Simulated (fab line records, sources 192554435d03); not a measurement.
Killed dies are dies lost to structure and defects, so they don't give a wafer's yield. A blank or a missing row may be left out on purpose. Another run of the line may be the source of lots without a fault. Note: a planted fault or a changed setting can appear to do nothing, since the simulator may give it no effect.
Split-lot trial :: flow n5_finfet :: 39 wafers read across 7 lots, on a route 1938 steps long

THE SPLIT
At N5_BEOL_M4_ILD_DEP_00 (deposits SiOC from DEMS/O2, target thk 79 nm, time 15.3 s), the setting time_s was moved away from the recipe's 15.3 s on 15 of the 39 wafers read, by -43.1% to +42.9%. This setting was run at the recipe's value on the other wafers.

Split to reading: the file shows no intervening step.

THE READING
M4_ILD_THK, in nm, at N5_BEOL_M4_THK_MEAS_01. On this fab line, fault-free wafers typically give 78.5 nm with a standard deviation of 1.1 nm.

wafer: L076.1
tool, chamber at the split: pecvd-02, 2
time_s as run, s: 21.86
against the recipe: +42.9%
M4_ILD_THK, nm: 112.0
against lot-mates on the recipe: +34.2

wafer: L076.2
tool, chamber at the split: pecvd-02, 0
time_s as run, s: 21.86
against the recipe: +42.9%
M4_ILD_THK, nm: 110.5
against lot-mates on the recipe: +32.7

wafer: L076.3
tool, chamber at the split: pecvd-02, 1
time_s as run, s: 15.3
against the recipe: recipe
M4_ILD_THK, nm: 77.3
against lot-mates on the recipe: -

wafer: L076.4
tool, chamber at the split: pecvd-02, 1
time_s as run, s: 15.3
against the recipe: recipe
M4_ILD_THK, nm: 77.3
against lot-mates on the recipe: -

wafer: L076.5
tool, chamber at the split: pecvd-02, 0
time_s as run, s: 15.3
against the recipe: recipe
M4_ILD_THK, nm: 78.7
against lot-mates on the recipe: -

wafer: L076.6
tool, chamber at the split: pecvd-02, 2
time_s as run, s: 21.86
against the recipe: +42.9%
M4_ILD_THK, nm: 113.6
against lot-mates on the recipe: +35.8

wafer: L077.1
tool, chamber at the split: pecvd-01, 2
time_s as run, s: 18.27
against the recipe: +19.4%
M4_ILD_THK, nm: 92.8
against lot-mates on the recipe: +14.3

wafer: L077.2
tool, chamber at the split: pecvd-01, 1
time_s as run, s: 18.27
against the recipe: +19.4%
M4_ILD_THK, nm: 92.3
against lot-mates on the recipe: +13.8

wafer: L077.3
tool, chamber at the split: pecvd-01, 0
time_s as run, s: 15.3
against the recipe: recipe
M4_ILD_THK, nm: 77.4
against lot-mates on the recipe: -

wafer: L077.4
tool, chamber at the split: pecvd-01, 0
time_s as run, s: 18.27
against the recipe: +19.4%
M4_ILD_THK, nm: 93.7
against lot-mates on the recipe: +15.2

wafer: L077.5
tool, chamber at the split: pecvd-01, 1
time_s as run, s: 15.3
against the recipe: recipe
M4_ILD_THK, nm: 79.0
against lot-mates on the recipe: -

wafer: L077.6
tool, chamber at the split: pecvd-01, 2
time_s as run, s: 15.3
against the recipe: recipe
M4_ILD_THK, nm: 79.2
against lot-mates on the recipe: -

wafer: L080.1
tool, chamber at the split: pecvd-01, 2
time_s as run, s: 15.3
against the recipe: recipe
M4_ILD_THK, nm: 79.1
against lot-mates on the recipe: -

wafer: L080.2
tool, chamber at the split: pecvd-01, 1
time_s as run, s: 15.3
against the recipe: recipe
M4_ILD_THK, nm: 77.6
against lot-mates on the recipe: -

wafer: L080.3
tool, chamber at the split: pecvd-01, 0
time_s as run, s: 15.3
against the recipe: recipe
M4_ILD_THK, nm: 78.3
against lot-mates on the recipe: -

wafer: L080.4
tool, chamber at the split: pecvd-01, 1,2
time_s as run, s: 15.3
against the recipe: recipe
M4_ILD_THK, nm: 79.5
against lot-mates on the recipe: -

wafer: L080.5
tool, chamber at the split: pecvd-01, 1,2
time_s as run, s: 15.3
against the recipe: recipe
M4_ILD_THK, nm: 79.5
against lot-mates on the recipe: -

wafer: L080.6
tool, chamber at the split: pecvd-01, 0
time_s as run, s: 15.3
against the recipe: recipe
M4_ILD_THK, nm: 78.2
against lot-mates on the recipe: -

wafer: L084.1
tool, chamber at the split: pecvd-02, 0,1
time_s as run, s: 11.19
against the recipe: -26.9%
M4_ILD_THK, nm: 56.7
against lot-mates on the recipe: -20.3

wafer: L084.2
tool, chamber at the split: pecvd-02, 1
time_s as run, s: 15.3
against the recipe: recipe
M4_ILD_THK, nm: 76.0
against lot-mates on the recipe: -

wafer: L084.3
tool, chamber at the split: pecvd-02, 0
time_s as run, s: 15.3
against the recipe: recipe
M4_ILD_THK, nm: 78.5
against lot-mates on the recipe: -

wafer: L084.4
tool, chamber at the split: pecvd-02, 0,1
time_s as run, s: 11.19
against the recipe: -26.9%
M4_ILD_THK, nm: 56.5
against lot-mates on the recipe: -20.5

wafer: L084.5
tool, chamber at the split: pecvd-02, 1
time_s as run, s: 15.3
against the recipe: recipe
M4_ILD_THK, nm: 76.6
against lot-mates on the recipe: -

wafer: L084.6
tool, chamber at the split: pecvd-02, 0
time_s as run, s: 11.19
against the recipe: -26.9%
M4_ILD_THK, nm: 57.7
against lot-mates on the recipe: -19.3

wafer: L086.1
tool, chamber at the split: pecvd-02, 1
time_s as run, s: 15.3
against the recipe: recipe
M4_ILD_THK, nm: 76.9
against lot-mates on the recipe: -

wafer: L086.2
tool, chamber at the split: pecvd-02, 0
time_s as run, s: 15.3
against the recipe: recipe
M4_ILD_THK, nm: 78.2
against lot-mates on the recipe: -

wafer: L086.3
tool, chamber at the split: pecvd-02, 2
time_s as run, s: 15.3
against the recipe: recipe
M4_ILD_THK, nm: 79.4
against lot-mates on the recipe: -

wafer: L093.1
tool, chamber at the split: pecvd-01, 0,2
time_s as run, s: 15.3
against the recipe: recipe
M4_ILD_THK, nm: 77.7
against lot-mates on the recipe: -

wafer: L093.2
tool, chamber at the split: pecvd-01, 0,2
time_s as run, s: 15.3
against the recipe: recipe
M4_ILD_THK, nm: 78.0
against lot-mates on the recipe: -

wafer: L093.3
tool, chamber at the split: pecvd-01, 1
time_s as run, s: 8.705
against the recipe: -43.1%
M4_ILD_THK, nm: 44.0
against lot-mates on the recipe: -33.9

wafer: L093.4
tool, chamber at the split: pecvd-01, 0,2
time_s as run, s: 8.705
against the recipe: -43.1%
M4_ILD_THK, nm: 45.0
against lot-mates on the recipe: -32.9

wafer: L093.5
tool, chamber at the split: pecvd-01, 1
time_s as run, s: 15.3
against the recipe: recipe
M4_ILD_THK, nm: 78.1
against lot-mates on the recipe: -

wafer: L093.6
tool, chamber at the split: pecvd-01, 0,2
time_s as run, s: 8.705
against the recipe: -43.1%
M4_ILD_THK, nm: 45.0
against lot-mates on the recipe: -32.9

wafer: L095.1
tool, chamber at the split: pecvd-02, 1
time_s as run, s: 19.72
against the recipe: +28.9%
M4_ILD_THK, nm: 98.9
against lot-mates on the recipe: +19.7

wafer: L095.2
tool, chamber at the split: pecvd-02, 0,2
time_s as run, s: 15.3
against the recipe: recipe
M4_ILD_THK, nm: 78.5
against lot-mates on the recipe: -

wafer: L095.3
tool, chamber at the split: pecvd-02, 0,2
time_s as run, s: 15.3
against the recipe: recipe
M4_ILD_THK, nm: 78.6
against lot-mates on the recipe: -

wafer: L095.4
tool, chamber at the split: pecvd-02, 1
time_s as run, s: 19.72
against the recipe: +28.9%
M4_ILD_THK, nm: 100.4
against lot-mates on the recipe: +21.2

wafer: L095.5
tool, chamber at the split: pecvd-02, 2
time_s as run, s: 15.3
against the recipe: recipe
M4_ILD_THK, nm: 80.4
against lot-mates on the recipe: -

wafer: L095.6
tool, chamber at the split: pecvd-02, 0
time_s as run, s: 19.72
against the recipe: +28.9%
M4_ILD_THK, nm: 101.9
against lot-mates on the recipe: +22.7
When a row names more than one chamber, that row covers several wafers, and the file does not tell which wafer ran in which chamber.

THE FIT
A straight line over all 39 wafers: M4_ILD_THK changes by +0.781 nm for each +1% of time_s; r = +1.00; the points scatter about the line by 1 nm.
The same after taking each lot's own level away (the mean of its wafers on the recipe; 39 wafers): +0.77 nm for each +1%; r = +1.00; scatter 1 nm.
According to that fit, moving time_s by its largest amount changes the reading by 33 nm.
The span of the lots' own levels, 77.03 to 79.17 nm, comes to 1.9 times the standard deviation stated above.
The two slopes agree, so the slope changes little with the lot-to-lot level.
Check: -33 nm against its lot-mates is what the line predicts for one of the wafers moved furthest among these (-43.1%) when that wafer is left out of the fit. It came out at -33.9 nm against them.

THE WHOLE CHAIN: every reading that the file lists as answering this split, in the file's order
step: N5_BEOL_M4_ILD_DEP_00
what it does: deposits SiOC from DEMS/O2, target thk 79 nm, time 15.3 s
reading: SiOC_of_BEOL_M4_ILD_DEP_00.thk_nm (the simulator's own value, which no gauge read)
change (the file's fit): +0.77 nm for each +1% of the setting
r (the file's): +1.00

step: N5_BEOL_M4_THK_MEAS_01
what it does: 
reading: M4_ILD_THK
change (the file's fit): +0.77 for each +1% of the setting
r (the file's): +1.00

THE FILE'S OWN FIT
M4_ILD_THK changes by +0.77 nm for each +1% of time_s, r = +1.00.
